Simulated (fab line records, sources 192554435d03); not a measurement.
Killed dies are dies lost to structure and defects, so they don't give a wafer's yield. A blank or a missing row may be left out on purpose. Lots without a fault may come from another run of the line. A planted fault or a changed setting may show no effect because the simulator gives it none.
fab line records | flow n5_finfet
record lots=23 wafers=69 last_day=19
route steps=1938 shown BEOL_M7@1285 BEOL_M8@1336
lots that met no fault: from a run of the same line without faults
start_h: hours from the record's first day to the start of the lot's first wafer shown | wait_h: hours since the lot's step before | " the same as in the row above | L1.1+2: a row that stands for several wafers | - no value, or no start given | * or withheld: withheld | < > ~ a bound
route shown NAME@n: a module of which the file shows steps, and the number in the route of the first | usual: mean/standard deviation of fault-free wafers | same: alike in all rows | chamber/n: place in a boat | sites: the reading at each site | _std_site: their standard deviation | _edge_site: outer sites' mean less inner sites' | radius_mm: how far each site lies from the wafer's centre | mask NAME#n: copy n | behind: the tool/chamber that last shaped the wafer | hold: why the lot was held/for how many hours/how that ended | device: the transistor (n, p or np) that didn't switch | end of line: the same wafers' tests at the end of the route | a step without rows: its recipe alone | killed: dies lost to structure and defects at the first sort, not the wafer's yield | map: a wafer's dies, x killed, . not, _ none there
set.NAME: the setting as run; set.NAME@STEP: as run at that earlier step | model.NAME: the simulator's own value behind a step, which no gauge read
steps of the route over a sample of lots; a table a step, a row a wafer
services: from which hour (start_h, from the record's first day; less than 0 if before it) a tool's chamber was out of use, for how many hours, and why
## steps
# step N5_BEOL_M7_STRIP_19
# recipe chemistry=O2 power_w=400 temp_c=40 pressure_mtorr=30 rf_frequency_hz=6e+07 bias_power_w=0 overash_fraction=0.2 o2_flow_sccm=225
# usual drypump_motor_current_A=6.1/0.44 oes_product_au=0.75/0.078 rf_vpp_V=3.7/0.67 showerhead_plenum_p_Torr=2.08/0.068 throttle_valve_pct=16.73/0.24
# same bias_power_w=0
# columns lot.wafer tool chamber start_h wait_h drypump_motor_current_A oes_product_au rf_hours_counter_h rf_vpp_V showerhead_plenum_p_Torr throttle_valve_pct
L074.1 rie_diel-06 3 199.44 0.1 5.6 0.73 173 4.7 2.18 16.87
L074.2 " 0 " " 6.4 0.91 38 4.6 2.14 16.40
L074.6 " 3 " " 5.6 0.72 - 2.2 2.18 16.89
L075.2 rie_diel-02 3 217.47 0.3 6.5 0.78 120 4.3 2.02 16.87
L075.3 " 0 " " 6.5 0.72 161 3.6 2.09 16.96
L075.5 " 3 " " 6.5 0.77 - 2.4 2.02 16.85
L077.2 rie_diel-02 1 217.60 0.1 5.7 0.71 184 3.4 2.18 16.73
L077.3 " 0 " " 6.5 0.72 161 3.2 2.09 16.95
L077.5 " 1 " " 5.7 0.70 - 3.6 2.18 16.75
L076.3 rie_diel-02 2 222.90 0.1 5.8 0.69 227 3.1 2.06 16.81
L076.4 " 1 " " 5.7 0.70 186 4.5 2.18 16.76
L076.5 " 1 " " 5.7 0.71 - 4.3 2.18 16.74
L078.3 rie_diel-02 2 223.17 0.1 5.8 0.69 228 3.8 2.06 16.80
L078.4 " 3 " " 6.5 0.77 123 2.8 2.02 16.88
L078.6 " 1 " " 5.7 0.71 - 3.6 2.18 16.77
L079.1 rie_diel-06 0 225.75 0.2 6.4 0.89 47 2.6 2.14 16.43
L079.3 " 3 " " 5.5 0.71 180 3.8 2.18 16.89
L079.4 " 2 " " 6.7 0.70 230 3.9 1.99 16.94
L082.1 rie_diel-02 3 259.69 0.1 6.5 0.77 134 3.9 2.02 16.88
L082.2 " 2 " " 5.8 0.68 239 4.0 2.06 16.82
L082.4 " 0 " " 6.6 0.71 172 2.5 2.09 16.98
L081.4 rie_diel-06 0 260.39 0.1 6.5 0.88 55 3.0 2.14 16.44
L081.5 " 3 " " 5.6 0.71 - 3.5 2.18 16.93
L081.6 " 2 " " 6.7 0.69 - 3.4 1.99 16.98
L083.1 rie_diel-05 0 263.91 0.1 6.0 0.89 31 4.8 2.14 16.21
L083.4 " 0 " " 6.0 0.87 - 5.4 2.13 16.24
L083.5 " 3 " " 5.2 0.71 - 3.0 2.08 16.75
L080.3 rie_diel-06 1 264.77 0.1 5.8 0.75 166 2.8 2.01 16.50
L080.4 " 3 " " 5.6 0.70 192 3.3 2.17 16.93
L080.5 " 0 " " 6.5 0.88 - 3.9 2.14 16.44
L084.4 rie_diel-02 0 268.72 0.1 6.5 0.72 175 2.9 2.09 16.98
L084.5 " 1 " " 5.7 0.69 - 3.4 2.17 16.76
L084.6 " 2 " " 5.8 0.68 - 3.4 2.06 16.84
L085.1 rie_diel-06 2 271.52 0.1 6.7 0.68 244 3.8 1.99 16.99
L085.2 " 1 " " 5.8 0.75 169 3.9 2.01 16.49
L085.6 " 2 " " 6.7 0.68 - 3.3 1.99 16.97
L086.2 rie_diel-02 1 282.74 0.1 5.7 0.69 203 4.8 2.17 16.80
L086.3 " 2 " " 5.8 0.69 245 4.2 2.06 16.86
L086.4 " 0 " " 6.6 0.71 179 4.3 2.09 16.99
L090.1 rie_diel-06 0 288.49 0.1 6.4 0.87 61 4.6 2.14 16.46
L090.2 " 1 " " 5.8 0.76 171 4.7 2.01 16.51
L090.4 " 2 " " 6.7 0.68 246 4.1 1.99 16.99
L088.1 rie_diel-06 1 314.26 0.2 5.8 0.74 179 3.7 2.01 16.52
L088.3 " 0 " " 6.4 0.86 69 4.7 2.13 16.45
L088.5 " 3 " " 5.6 0.69 - 4.4 2.17 16.93
L089.2 rie_diel-06 3 315.65 0.1 5.6 0.69 204 3.1 2.17 16.94
L089.4 " 0 " " 6.5 0.86 - 3.9 2.13 16.47
L089.5 " 3 " " 5.6 0.69 - 3.4 2.17 16.95
L091.2 rie_diel-02 1 319.33 0.1 5.7 0.68 215 3.8 2.17 16.79
L091.4 " 3 " " 6.5 0.73 - 3.1 2.01 16.93
L091.5 " 1 " " 5.7 0.67 - 3.1 2.17 16.79
L092.1 rie_diel-05 3 337.40 0.1 5.2 0.70 244 3.7 2.07 16.83
L092.2 " 0 " " 5.9 0.84 55 3.4 2.13 16.25
L092.3 " 1 " " 5.8 0.67 249 3.6 1.97 16.99
L094.2 rie_diel-05 0 354.34 0.1 5.9 0.85 59 2.3 2.12 16.26
L094.3 " 3 " " 5.2 0.69 249 2.3 2.07 16.81
L094.4 " 2 " " 6.8 0.90 26 3.8 2.07 16.36
L097.2 rie_diel-05 0 357.86 0.1 6.0 0.84 60 4.2 2.13 16.26
L097.4 " 2 " " 6.7 0.90 - 3.7 2.07 16.36
L097.6 " 0 " " 5.9 0.83 - 3.3 2.12 16.29
L093.1 rie_diel-05 0 358.34 0.1 5.9 0.83 61 3.3 2.12 16.29
L093.2 " 2 " " 6.8 0.89 27 2.4 2.07 16.34
L093.4 " 2 " " 6.8 0.89 - 2.9 2.07 16.36
L095.3 rie_diel-02 3 366.91 0.1 6.6 0.73 167 4.2 2.01 16.94
L095.4 " 1 " " 5.7 0.67 228 2.2 2.16 16.81
L095.5 " 2 " " 5.8 0.94 - 3.6 2.05 16.43
L096.2 rie_diel-02 0 367.67 0.1 6.5 0.69 205 2.9 2.08 17.06
L096.3 " 2 " " 5.9 0.94 13 4.4 2.05 16.43
L096.5 " 0 " " 6.6 0.70 - 3.8 2.08 17.05
# step N5_BEOL_M7_INSPECT_30
# recipe mode=adi inspect_instrument=brightfield
# usual raw_defect_count=418/94
# columns lot.wafer tool chamber start_h wait_h raw_defect_count
L074.1 defect_inspect-01 - 200.77 0.1 379
L074.2 " - " " 424
L074.6 " - " " 470
L075.2 defect_inspect-02 - 218.30 0.0 329
L075.3 " - " " 350
L075.5 " - " " 352
L077.2 defect_inspect-01 - 218.46 0.0 464
L077.3 " - " " 572
L077.5 " - " " 421
L078.3 defect_inspect-01 - 223.96 0.0 425
L078.4 " - " " 465
L078.6 " - " " 405
L076.3 defect_inspect-02 - 224.13 0.0 329
L076.4 " - " " 333
L076.5 " - " " 394
L079.1 defect_inspect-02 - 227.06 0.1 412
L079.3 " - " " 492
L079.4 " - " " 418
L081.4 defect_inspect-01 - 261.64 0.0 530
L081.5 " - " " 365
L081.6 " - " " 397
L082.1 defect_inspect-01 - 262.10 0.1 309
L082.2 " - " " 282
L082.4 " - " " 372
L083.1 defect_inspect-01 - 267.29 0.1 563
L083.4 " - " " 535
L083.5 " - " " 754
L080.3 defect_inspect-01 - 267.46 0.0 522
L080.4 " - " " 366
L080.5 " - " " 616
L084.4 defect_inspect-01 - 269.35 0.0 468
L084.5 " - " " 415
L084.6 " - " " 427
L085.1 defect_inspect-01 - 273.86 0.1 448
L085.2 " - " " 418
L085.6 " - " " 344
L086.2 defect_inspect-02 - 283.22 0.0 418
L086.3 " - " " 320
L086.4 " - " " 351
L090.1 defect_inspect-01 - 291.10 0.1 451
L090.2 " - " " 496
L090.4 " - " " 472
L088.1 defect_inspect-01 - 314.79 0.1 365
L088.3 " - " " 376
L088.5 " - " " 601
L089.2 defect_inspect-01 - 318.08 0.0 423
L089.4 " - " " 621
L089.5 " - " " 586
L091.2 defect_inspect-01 - 320.90 0.0 362
L091.4 " - " " 329
L091.5 " - " " 382
L092.1 defect_inspect-01 - 338.11 0.1 395
L092.2 " - " " 481
L092.3 " - " " 590
L094.2 defect_inspect-01 - 356.50 0.0 384
L094.3 " - " " 348
L094.4 " - " " 295
L097.2 defect_inspect-02 - 360.15 0.0 337
L097.4 " - " " 573
L097.6 " - " " 440
L093.1 defect_inspect-01 - 361.36 0.1 522
L093.2 " - " " 427
L093.4 " - " " 628
L096.2 defect_inspect-02 - 369.31 0.0 297
L096.3 " - " " 383
L096.5 " - " " 294
L095.3 defect_inspect-01 - 369.36 0.0 286
L095.4 " - " " 302
L095.5 " - " " 390
# step N5_BEOL_M7_ETCH_72
# recipe chemistry=N2/H2 target=underlayer target_depth_a=65 mask_material=CAR-EUV time_s=5.2 ion_energy_ev=200 pressure_mtorr=30 source_w=840 bias_w=150 n2_flow_sccm=200 h2_flow_sccm=200 ends=cleared
# usual drypump_motor_current_A=6.1/0.47 etch_rf_on_time_s=5.20/0.17 oes_product_au=0.65/0.074 rf_vpp_V=523.8/2.7 showerhead_plenum_p_Torr=2.53/0.077 throttle_valve_pct=17.91/0.25
# columns lot.wafer tool chamber start_h wait_h drypump_motor_current_A etch_rf_on_time_s oes_product_au rf_hours_counter_h rf_vpp_V showerhead_plenum_p_Torr throttle_valve_pct
L074.1 rie_diel-06 0 201.07 0.0 6.4 5.08 0.76 38 524.4 2.58 17.61
L074.2 " 3 " " 5.6 4.90 0.63 173 528.4 2.63 17.98
L074.6 " 3 " " 5.6 4.96 0.63 - 527.1 2.63 17.98
L075.2 rie_diel-06 0 218.36 0.0 6.4 5.09 0.74 44 524.7 2.58 17.68
L075.3 " 1 " " 5.8 5.33 0.64 157 520.2 2.45 17.69
L075.5 " 0 " " 6.4 5.02 0.75 - 524.3 2.58 17.66
L077.2 rie_diel-02 2 218.72 0.0 5.8 5.08 0.60 226 521.7 2.51 17.97
L077.3 " 3 " " 6.6 5.24 0.66 121 522.5 2.45 18.15
L077.5 " 0 " " 6.5 5.21 0.62 - 523.9 2.54 18.15
L078.3 rie_diel-05 0 224.03 0.0 5.9 5.26 0.76 19 526.2 2.60 17.41
L078.4 " 2 " " 6.8 5.37 0.58 243 523.8 2.52 17.85
L078.6 " 0 " " 5.9 5.25 0.77 - 524.5 2.60 17.40
L076.3 rie_diel-06 2 224.34 0.0 6.7 5.16 0.61 230 518.9 2.41 18.06
L076.4 " 3 " " 5.6 4.97 0.62 179 526.0 2.63 18.02
L076.5 " 3 " " 5.6 4.98 0.62 - 523.3 2.63 18.02
L079.1 rie_diel-05 0 227.25 0.0 5.9 5.14 0.77 21 522.8 2.60 17.40
L079.3 " 2 " " 6.7 5.30 0.59 244 520.5 2.52 17.89
L079.4 " 1 " " 5.7 5.45 0.58 218 519.9 2.42 18.24
L081.4 rie_diel-02 1 261.71 0.0 5.7 5.51 0.57 197 525.7 2.63 17.96
L081.5 " 3 " " 6.5 5.28 0.65 - 519.8 2.44 18.18
L081.6 " 0 " " 6.6 5.16 0.62 - 523.5 2.54 18.21
L082.1 rie_diel-02 0 262.17 0.0 6.5 5.20 0.61 173 522.1 2.54 18.18
L082.2 " 2 " " 5.8 5.08 0.59 240 520.3 2.51 17.99
L082.4 " 1 " " 5.7 5.58 0.57 197 527.4 2.63 17.95
L083.1 rie_diel-05 0 267.79 0.0 6.0 5.17 0.74 33 526.6 2.59 17.41
L083.4 " 1 " " 5.7 5.57 0.57 - 518.5 2.42 18.27
L083.5 " 0 " " 6.0 5.20 0.75 - 525.1 2.59 17.43
L080.3 rie_diel-02 3 268.01 0.0 6.5 5.25 0.65 137 525.1 2.44 18.19
L080.4 " 1 " " 5.7 5.52 0.58 199 528.6 2.63 17.95
L080.5 " 1 " " 5.7 5.50 0.58 - 524.8 2.63 17.96
L084.4 rie_diel-02 3 269.42 0.0 6.5 5.27 0.65 137 523.2 2.44 18.18
L084.5 " 2 " " 5.9 5.05 0.58 - 523.4 2.51 17.97
L084.6 " 3 " " 6.5 5.35 0.65 - 522.0 2.44 18.17
L085.1 rie_diel-06 1 273.93 0.0 5.8 5.34 0.63 169 523.4 2.45 17.74
L085.2 " 2 " " 6.7 5.13 0.60 244 521.7 2.40 18.07
L085.6 " 3 " " 5.6 5.00 0.61 - 526.9 2.63 18.04
L086.2 rie_diel-05 0 283.29 0.0 6.0 5.17 0.73 38 525.0 2.59 17.42
L086.3 " 3 " " 5.2 5.16 0.61 227 521.5 2.50 17.96
L086.4 " 1 " " 5.8 5.53 0.57 235 522.1 2.42 18.28
L090.1 rie_diel-02 2 291.66 0.0 5.9 4.99 0.58 248 522.4 2.51 18.00
L090.2 " 1 " " 5.7 5.45 0.57 206 526.5 2.62 17.97
L090.4 " 0 " " 6.5 5.11 0.61 182 523.4 2.54 18.20
L088.1 rie_diel-02 0 314.86 0.0 6.5 5.12 0.61 188 522.1 2.53 18.23
L088.3 " 1 " " 5.7 5.51 0.57 212 526.7 2.62 18.00
L088.5 " 0 " " 6.5 5.16 0.62 - 525.6 2.53 18.20
L089.2 rie_diel-05 2 318.15 0.0 6.7 5.17 0.77 15 521.3 2.51 17.49
L089.4 " 1 " " 5.7 5.53 0.57 244 519.2 2.41 18.28
L089.5 " 0 " " 5.9 5.19 0.72 - 525.8 2.58 17.46
L091.2 rie_diel-06 0 320.97 0.0 6.5 5.14 0.72 71 526.1 2.57 17.70
L091.4 " 0 " " 6.5 5.15 0.71 - 523.4 2.57 17.72
L091.5 " 3 " " 5.5 5.03 0.59 - 527.5 2.62 18.07
L092.1 rie_diel-06 1 338.18 0.0 5.8 5.37 0.61 185 519.2 2.44 17.74
L092.2 " 2 " " 6.8 4.97 0.84 6 530.3 2.71 17.72
L092.3 " 0 " " 6.5 5.06 0.72 77 525.0 2.57 17.69
L094.2 rie_diel-06 1 356.57 0.0 5.8 5.43 0.61 190 518.3 2.44 17.77
L094.3 " 2 " " 6.7 4.99 0.81 11 526.8 2.71 17.75
L094.4 " 0 " " 6.4 5.18 0.71 81 523.4 2.56 17.72
L097.2 rie_diel-02 2 360.22 0.0 5.8 4.82 0.83 10 524.1 2.50 17.66
L097.4 " 1 " " 5.7 5.49 0.57 226 526.7 2.61 18.02
L097.6 " 1 " " 5.7 5.50 0.56 - 526.5 2.61 18.00
L093.1 rie_diel-02 0 361.43 0.0 6.5 5.05 0.61 203 522.0 2.53 18.22
L093.2 " 1 " " 5.7 5.45 0.57 226 527.3 2.61 18.01
L093.4 " 3 " " 6.6 5.20 0.64 165 518.4 2.43 18.23
L096.2 rie_diel-06 3 369.58 0.0 5.6 5.00 0.60 218 524.5 2.61 18.10
L096.3 " 0 " " 6.5 5.11 0.71 86 525.5 2.56 17.74
L096.5 " 1 " " 5.8 5.45 0.60 - 521.4 2.44 17.78
L095.3 rie_diel-05 0 370.31 0.1 5.9 5.14 0.70 - 524.1 2.58 17.50
L095.4 " 0 " " 5.9 5.17 0.70 - 524.7 2.58 17.49
L095.5 " 0 " " 5.9 5.21 0.70 - 522.7 2.58 17.50
# step N5_BEOL_M7_RS_MEAS_57
# recipe thk_meas_gauge=four-point-probe reads=Cu_of_BEOL_M7_ECD_50+Co_of_BEOL_M7_CVD_78+TaN_of_BEOL_M7_ALD_77
# usual M7_RS=0.287/0.01
# columns lot.wafer tool chamber start_h wait_h M7_RS[ohm/sq]
L074.1 film_metro-02 - 205.85 0.1 0.280
L074.2 " - " " 0.287
L074.6 " - " " 0.284
L077.2 film_metro-01 - 221.74 0.1 0.275
L077.3 " - " " 0.281
L077.5 " - " " 0.277
L075.2 film_metro-02 - 221.86 0.1 0.285
L075.3 " - " " 0.292
L075.5 " - " " 0.282
L078.3 film_metro-01 - 227.76 0.1 0.288
L078.4 " - " " 0.289
L078.6 " - " " 0.286
L076.3 film_metro-02 - 228.13 0.1 0.280
L076.4 " - " " 0.270
L076.5 " - " " 0.269
L079.1 film_metro-02 - 231.05 0.1 0.285
L079.3 " - " " 0.283
L079.4 " - " " 0.300
L081.4 film_metro-01 - 264.99 0.0 0.310
L081.5 " - " " 0.293
L081.6 " - " " 0.286
L082.1 film_metro-01 - 265.52 0.1 0.276
L082.2 " - " " 0.285
L082.4 " - " " 0.298
L083.1 film_metro-02 - 270.34 0.1 0.284
L083.4 " - " " 0.300
L083.5 " - " " 0.285
L080.3 film_metro-02 - 270.62 0.1 0.294
L080.4 " - " " 0.295
L080.5 " - " " 0.302
L084.4 film_metro-02 - 272.00 0.0 0.302
L084.5 " - " " 0.283
L084.6 " - " " 0.287
L085.1 film_metro-02 - 276.57 0.1 0.297
L085.2 " - " " 0.296
L085.6 " - " " 0.282
L086.2 film_metro-01 - 287.74 0.1 0.283
L086.3 " - " " 0.280
L086.4 " - " " 0.300
L090.1 film_metro-01 - 296.19 0.1 0.282
L090.2 " - " " 0.295
L090.4 " - " " 0.283
L088.1 film_metro-01 - 317.63 0.1 0.285
L088.3 " - " " 0.301
L088.5 " - " " 0.285
L089.2 film_metro-02 - 321.88 0.1 0.280
L089.4 " - " " 0.314
L089.5 " - " " 0.288
L091.2 film_metro-01 - 324.08 0.1 0.271
L091.4 " - " " 0.273
L091.5 " - " " 0.277
L092.1 film_metro-01 - 341.41 0.1 0.288
L092.2 " - " " 0.275
L092.3 " - " " 0.274
L094.2 film_metro-02 - 359.65 0.1 0.301
L094.3 " - " " 0.271
L094.4 " - " " 0.281
L097.2 film_metro-02 - 363.50 0.1 0.277
L097.4 " - " " 0.311
L097.6 " - " " 0.303
L093.1 film_metro-02 - 364.19 0.1 0.283
L093.2 " - " " 0.305
L093.4 " - " " 0.286
L096.2 film_metro-02 - 373.83 0.1 0.283
L096.3 " - " " 0.275
L096.5 " - " " 0.296
L095.3 film_metro-02 - 375.76 0.1 0.292
L095.4 " - " " 0.282
L095.5 " - " " 0.294
# step N5_BEOL_M8_HM_DEP_02
# recipe material=TiN target_thk_a=200 temp_c=25 chamber_pressure_pa=0.49996
# usual throttle_valve_pct=29.3/1.2
# columns lot.wafer tool chamber start_h wait_h throttle_valve_pct
L074.1 pvd_sputter-02 - 206.97 0.4 26.5
L074.2 " - " " 28.4
L074.6 " - " " 26.5
L077.2 pvd_sputter-01 - 222.50 0.0 28.8
L077.3 " - " " 29.7
L077.5 " - " " 28.5
L075.2 pvd_sputter-01 - 224.91 0.9 30.0
L075.3 " - " " 28.7
L075.5 " - " " 30.2
L078.3 pvd_sputter-03 - 230.24 1.5 29.9
L078.4 " - " " 29.1
L078.6 " - " " 29.9
L076.3 pvd_sputter-03 - 231.02 1.6 29.4
L076.4 " - " " 29.0
L076.5 " - " " 29.3
L079.1 pvd_sputter-01 - 232.16 0.4 28.7
L079.3 " - " " 30.6
L079.4 " - " " 29.9
L081.4 pvd_sputter-02 - 267.08 1.4 26.7
L081.5 " - " " 28.5
L081.6 " - " " 26.7
L082.1 pvd_sputter-02 - 267.28 1.1 27.0
L082.2 " - " " 30.6
L082.4 " - " " 28.6
L083.1 pvd_sputter-01 - 271.15 0.1 28.9
L083.4 " - " " 30.4
L083.5 " - " " 30.2
L080.3 pvd_sputter-01 - 271.41 0.1 30.1
L080.4 " - " " 30.2
L080.5 " - " " 30.3
L084.4 pvd_sputter-02 - 273.42 0.7 26.7
L084.5 " - " " 30.9
L084.6 " - " " 30.3
L085.1 pvd_sputter-02 - 277.48 0.2 28.5
L085.2 " - " " 30.2
L085.6 " - " " 28.4
L086.2 pvd_sputter-02 - 288.47 0.0 30.6
L086.3 " - " " 28.4
L086.4 " - " " 26.6
L090.1 pvd_sputter-01 - 298.08 1.2 30.3
L090.2 " - " " 29.0
L090.4 " - " " 28.6
L088.1 pvd_sputter-01 - 318.92 0.6 28.5
L088.3 " - " " 28.8
L088.5 " - " " 30.0
L089.2 pvd_sputter-01 - 322.72 0.1 28.3
L089.4 " - " " 29.8
L089.5 " - " " 30.3
L091.2 pvd_sputter-02 - 325.55 0.8 28.5
L091.4 " - " " 26.9
L091.5 " - " " 30.3
L092.1 pvd_sputter-02 - 345.27 3.2 30.4
L092.2 " - " " 26.6
L092.3 " - " " 30.5
L094.2 pvd_sputter-03 - 361.08 0.7 29.4
L094.3 " - " " 30.0
L094.4 " - " " 28.8
L097.2 pvd_sputter-01 - 366.32 2.1 28.4
L097.4 " - " " 28.7
L097.6 " - " " 29.9
L093.1 pvd_sputter-02 - 366.68 1.8 28.4
L093.2 " - " " 30.8
L093.4 " - " " 26.7
L096.2 pvd_sputter-02 - 374.57 0.0 30.4
L096.3 " - " " 26.8
L096.5 " - " " 26.4
L095.3 pvd_sputter-01 - 377.24 0.8 30.2
L095.4 " - " " 29.0
L095.5 " - " " 28.7
# step N5_BEOL_M8_STRIP_67
# recipe chemistry=CF4 resist=SiARC power_w=300 bias_power_w=75 pressure_mtorr=50 cf4_flow_sccm=150 rf_frequency_hz=6e+07
# usual bias_power_w=75.02/0.22 cf4_flow_sccm=150.0/0.45 drypump_motor_current_A=5.5/0.31 oes_product_au=0.82/0.086 rf_vpp_V=271.4/1.6 showerhead_plenum_p_Torr=1.80/0.054 throttle_valve_pct=13.43/0.25
# columns lot.wafer tool chamber start_h wait_h bias_power_w cf4_flow_sccm drypump_motor_current_A oes_product_au rf_hours_counter_h rf_vpp_V showerhead_plenum_p_Torr throttle_valve_pct
L074.1 rie_diel-03 1 207.67 0.0 74.86 150.2 5.8 0.67 246 271.0 1.84 13.92
L074.2 " 2 " " 74.89 150.1 4.9 0.90 26 271.4 1.90 13.45
L074.6 " 1 " " 75.38 150.2 5.9 0.67 - 270.7 1.84 13.92
L077.2 rie_diel-03 2 223.32 0.0 75.31 149.9 4.9 0.89 32 272.0 1.90 13.47
L077.3 " 0 " " 75.02 149.8 5.8 0.89 26 272.5 1.81 12.95
L077.5 " 2 " " 74.86 149.1 5.0 0.89 - 273.8 1.90 13.45
L075.2 rie_diel-04 1 226.06 0.0 74.82 150.2 5.9 0.70 220 267.6 1.71 13.68
L075.3 " 0 " " 75.24 149.6 5.5 0.71 234 270.5 1.77 13.61
L075.5 " 3 " " 75.03 150.2 5.2 0.73 - 270.3 1.78 13.63
L078.3 rie_diel-04 3 231.06 0.0 75.36 149.5 5.2 0.72 194 271.9 1.78 13.64
L078.4 " 1 " " 74.95 148.9 5.9 0.71 221 269.2 1.71 13.69
L078.6 " 2 " " 74.59 150.0 5.4 0.93 - 270.5 1.77 13.13
L076.3 rie_diel-04 0 231.76 0.0 74.83 150.2 5.5 0.71 235 269.8 1.77 13.60
L076.4 " 1 " " 75.17 149.8 5.9 0.71 222 268.9 1.71 13.68
L076.5 " 3 " " 75.59 149.7 5.2 0.72 - 272.4 1.78 13.63
L079.1 rie_diel-01 1 232.86 0.0 74.60 150.0 5.6 0.68 242 270.0 1.70 13.68
L079.3 " 3 " " 75.15 149.1 5.2 0.85 54 270.9 1.74 13.39
L079.4 " 1 " " 74.83 150.1 5.6 0.68 - 268.7 1.70 13.68
L081.4 rie_diel-03 0 267.83 0.0 75.01 149.9 5.8 0.86 42 270.0 1.81 12.98
L081.5 " 2 " " 75.05 149.5 4.9 0.87 - 272.9 1.89 13.50
L081.6 " 1 " " 75.39 149.8 5.8 0.95 - 271.7 1.84 13.39
L082.1 rie_diel-03 2 268.09 0.0 74.87 149.8 4.9 0.86 49 273.9 1.89 13.49
L082.2 " 1 " " 75.18 149.4 5.8 0.94 10 272.2 1.84 13.39
L082.4 " 0 " " 74.68 149.6 5.8 0.86 43 271.6 1.81 12.98
L083.1 rie_diel-03 0 271.97 0.0 75.15 149.6 5.8 0.86 44 270.2 1.81 12.98
L083.4 " 1 " " 75.15 149.8 5.9 0.93 11 270.9 1.84 13.39
L083.5 " 2 " " 75.09 150.4 4.9 0.86 - 274.7 1.89 13.50
L080.3 rie_diel-03 0 272.23 0.0 75.67 150.2 5.9 0.86 44 272.6 1.81 12.98
L080.4 " 2 " " 75.29 150.3 4.9 0.87 50 273.0 1.89 13.49
L080.5 " 1 " " 74.88 150.2 5.8 0.93 - 271.8 1.84 13.39
L084.4 rie_diel-03 3 274.62 0.0 75.02 149.5 5.4 0.80 87 272.0 1.81 13.55
L084.5 " 2 " " 74.99 150.8 4.9 0.85 - 273.9 1.89 13.50
L084.6 " 3 " " 75.01 150.7 5.4 0.81 - 273.5 1.81 13.55
L085.1 rie_diel-04 0 278.22 0.0 75.20 150.5 5.5 0.69 255 269.8 1.76 13.64
L085.2 " 1 " " 74.89 150.0 5.9 0.70 236 267.6 1.70 13.72
L085.6 " 3 " " 74.96 150.3 5.2 0.72 - 271.6 1.78 13.68
L086.2 rie_diel-01 2 289.17 0.0 75.08 149.3 5.8 0.72 220 269.2 1.71 13.84
L086.3 " 0 " " 75.29 149.6 5.3 0.69 250 272.1 1.83 13.68
L086.4 " 2 " " 74.97 149.7 5.8 0.72 - 268.0 1.71 13.81
L090.1 rie_diel-01 1 298.78 0.0 74.88 149.7 5.6 0.97 3 272.8 1.90 13.12
L090.2 " 2 " " 74.82 149.8 5.8 0.72 224 270.0 1.71 13.85
L090.4 " 2 " " 75.13 149.7 5.8 0.71 - 269.7 1.71 13.83
L088.1 rie_diel-04 0 319.62 0.0 74.95 150.5 5.5 0.99 3 270.4 1.76 13.07
L088.3 " 2 " " 74.80 149.6 5.4 0.89 38 271.2 1.77 13.19
L088.5 " 3 " " 75.39 150.0 5.2 0.71 - 270.1 1.77 13.72
L089.2 rie_diel-03 2 323.54 0.0 75.50 150.3 4.9 0.83 67 273.1 1.89 13.56
L089.4 " 3 " " 75.07 149.2 5.4 0.79 103 272.0 1.80 13.57
L089.5 " 1 " " 75.17 150.0 5.8 0.90 - 272.6 1.83 13.42
L091.2 rie_diel-04 2 326.60 0.0 74.87 149.8 5.4 0.89 41 271.4 1.77 13.22
L091.4 " 3 " " 74.96 150.0 5.2 0.70 - 269.7 1.77 13.73
L091.5 " 2 " " 75.05 149.9 5.4 0.89 - 270.1 1.77 13.20
L092.1 rie_diel-03 2 346.12 0.0 74.77 149.9 4.9 0.82 74 273.1 1.89 13.56
L092.2 " 1 " " 75.36 150.7 5.8 0.88 37 272.5 1.83 13.45
L092.3 " 0 " " 75.35 149.9 5.8 0.82 61 273.0 1.80 13.01
L094.2 rie_diel-03 0 362.31 0.0 75.18 151.5 5.8 0.82 67 271.9 1.80 13.05
L094.3 " 1 " " 74.93 149.4 5.8 0.87 42 272.5 1.83 13.46
L094.4 " 3 " " 75.08 149.0 5.4 0.77 - 273.8 1.80 13.62
L097.2 rie_diel-03 1 367.57 0.0 74.67 150.2 5.8 0.87 44 272.3 1.83 13.46
L097.4 " 0 " " 75.05 150.5 5.8 0.82 69 272.1 1.80 13.03
L097.6 " 2 " " 75.01 150.2 4.9 0.83 - 273.9 1.88 13.57
L093.1 rie_diel-03 3 367.87 0.0 74.84 149.8 5.4 0.78 118 271.0 1.80 13.61
L093.2 " 0 " " 74.76 150.0 5.8 0.82 69 272.6 1.80 13.03
L093.4 " 1 " " 75.17 149.1 5.9 0.87 44 271.9 1.83 13.48
L096.2 rie_diel-01 0 375.39 0.0 74.82 150.5 5.3 0.90 24 272.9 1.82 13.20
L096.3 " 1 " " 74.97 149.6 5.6 0.89 32 274.1 1.89 13.19
L096.5 " 0 " " 75.24 150.6 5.3 0.90 - 272.2 1.82 13.18
L095.3 rie_diel-01 0 378.07 0.0 74.67 149.8 5.3 0.91 25 271.1 1.82 13.18
L095.4 " 0 " " 74.90 149.9 5.3 0.90 - 273.5 1.82 13.18
L095.5 " 3 " " 74.87 150.4 5.3 0.79 - 269.4 1.73 13.53
## services
# columns tool chamber start_h hours kind
rie_diel-05 1 198.10 1.3 repair
rie_diel-06 3 216.58 5.0 repair
rie_diel-03 1 218.97 - clean
rie_diel-03 1 218.97 - consumable_replace:focus_ring
rie_diel-03 1 218.97 17.2 scheduled_down
rie_diel-04 1 232.60 8.5 repair
rie_diel-01 3 236.72 4.0 repair
rie_diel-06 1 240.99 8.6 repair
rie_diel-04 2 262.52 29.1 repair
rie_diel-03 0 285.15 18.7 repair
rie_diel-02 2 299.96 - clean
rie_diel-02 2 299.96 - consumable_replace:focus_ring
rie_diel-02 2 299.96 22.6 scheduled_down
rie_diel-02 2 299.96 22.6 vent_cycle
rie_diel-06 2 304.96 - clean
rie_diel-06 2 304.96 - consumable_replace:focus_ring
rie_diel-06 2 304.96 - consumable_replace:showerhead
rie_diel-06 2 304.96 12.3 scheduled_down
rie_diel-06 2 304.96 12.3 vent_cycle
rie_diel-06 1 319.92 6.7 repair
rie_diel-06 3 357.07 4.4 repair
rie_diel-03 2 360.21 3.0 repair
rie_diel-05 2 361.93 29.1 repair
pvd_sputter-01 - 370.77 4.7 repair
## key
fault none
